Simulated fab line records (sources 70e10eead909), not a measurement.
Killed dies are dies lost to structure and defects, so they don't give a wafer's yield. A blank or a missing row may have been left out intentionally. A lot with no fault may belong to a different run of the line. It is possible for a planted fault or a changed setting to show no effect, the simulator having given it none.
Chamber matching ; flow nand-harc ; NHARC_A_STAIRCASE_ALD_420 on ald-hk-01 has 4 sister chambers
The step deposits SiO2, target thk 20 nm, pulse time 6 s, ald cycles 200. 4 wafers are shown with their chamber, then 9 later ones without.

== WAFERS, EACH WITH ITS CHAMBER ==
wafer;chamber;heater-power-w (W)
L084.5;1;465
L087.3;2;499
L087.5;0;471
L087.6;3;545

== WAFERS MISSING THEIR CHAMBER ==
wafer;heater-power-w (W)
L091.3;478
L091.4;496
L091.5;474
L095.2;552
L095.4;483
L095.5;481
L097.2;472
L097.3;456
L097.6;503

== EACH ONE'S CHAMBER ==
wafer;from the rows above;in truth
L091.3;can't be placed: 0 or 1 or 2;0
L091.4;2;2
L091.5;can't be placed: 0 or 1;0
L095.2;3;3
L095.4;can't be placed: 0 or 2 or 1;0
L095.5;can't be placed: 0 or 1 or 2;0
L097.2;can't be placed: 0 or 1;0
L097.3;can't be placed: 1 or 0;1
L097.6;2;2
Correctly placed: 3 of 9. Cannot be placed on the basis of these rows: 6; the candidates contain the true chamber in 6. Wrongly placed: 0.
How it was worked out, from the rows above alone: a wafer's distance from a chamber is the root of the sum, over the readings, of the square of ((its reading less the chamber's mean) divided by the reading's scatter). The wafer belongs to the nearest chamber; if the next one is less than 2 further off, it can't be placed. The mean given for a chamber averages the wafers shown for that chamber. The scatter: root of mean squared gap, hidden wafer to nearest shown wafer, with one shown wafer a chamber.
